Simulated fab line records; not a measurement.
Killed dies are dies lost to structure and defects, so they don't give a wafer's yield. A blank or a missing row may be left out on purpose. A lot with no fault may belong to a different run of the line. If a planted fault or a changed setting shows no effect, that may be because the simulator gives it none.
Matching of chambers | flow nand harc | NHARC_THIN_TSV_DESCUM_35 on rie diel-06 has 4 sister chambers
The step chemistry O2, time 3 s. 14 wafers are shown with their chamber, then 7 later ones without.

== WAFERS, EACH WITH ITS CHAMBER ==
wafer  | chamber | drypump motor current A (A) | oes product au (a.u.) | rf vpp V (V)
L748.1 | 3       | 6.1                         | 1.007                 | 58.3
L748.5 | 0       | 5.7                         | 1.005                 | 58.9
L748.6 | 3       | 6.1                         | 1.007                 | 57.3
L747.1 | 1       | 5.6                         | 0.995                 | 58.8
L747.4 | 0       | 5.7                         | 1.008                 | 58.5
L747.5 | 3       | 6.1                         | 1.002                 | 57.9
L749.2 | 2       | 6.8                         | 0.997                 | 57.9
L749.3 | 1       | 5.6                         | 0.993                 | 58.3
L749.4 | 0       | 5.7                         | 1.002                 | 57.0
L750.2 | 3       | 6.0                         | 1.015                 | 57.6
L750.5 | 3       | 6.1                         | 1.005                 | 56.9
L750.6 | 2       | 6.7                         | 0.998                 | 57.2
L752.3 | 0       | 5.7                         | 1.017                 | 58.9
L752.5 | 3       | 6.1                         | 1.024                 | 58.3

SIGNATURES (means of the wafers above)
reading                 | chamber 0 | chamber 1 | chamber 2 | chamber 3 | scatter within a chamber
drypump motor current A | 5.700     | 5.600     | 6.750     | 6.083     | 0.0365
oes product au          | 1.00800   | 0.99400   | 0.99750   | 1.01000   | 0.00676
rf vpp V                | 58.325    | 58.550    | 57.550    | 57.717    | 0.662
Rule: for a wafer and a chamber, the distance is found by dividing, reading by reading, the gap between the wafer's reading and the chamber's mean by the reading's scatter, squaring, summing and taking the root. If the next closest chamber is less than 2 further off than the closest, the wafer can't be placed; otherwise it belongs to the closest. How the scatter is found: for the shown wafers, subtract from each reading the mean of its chamber, square and add these, divide the total by (wafers less chambers), then take the root.

== WAFERS WITH NO CHAMBER GIVEN ==
wafer  | drypump motor current A (A) | oes product au (a.u.) | rf vpp V (V)
L752.6 | 6.7                         | 1.002                 | 56.1
L755.3 | 5.5                         | 0.991                 | 59.0
L755.4 | 5.7                         | 1.006                 | 57.5
L755.5 | 6.1                         | 1.011                 | 58.8
L753.4 | 6.1                         | 1.005                 | 56.7
L753.5 | 5.5                         | 0.993                 | 57.6
L753.6 | 6.7                         | 0.996                 | 56.5

== THE CHAMBER EACH PASSED THROUGH ==
wafer  | from the rows above | in truth
L752.6 | 2                   | 2
L755.3 | 1                   | 1
L755.4 | 0                   | 0
L755.5 | 3                   | 3
L753.4 | 3                   | 3
L753.5 | 1                   | 1
L753.6 | 2                   | 2
7 of 7 placed correctly. Number that these rows cannot place: 0. Number placed wrongly: 0.
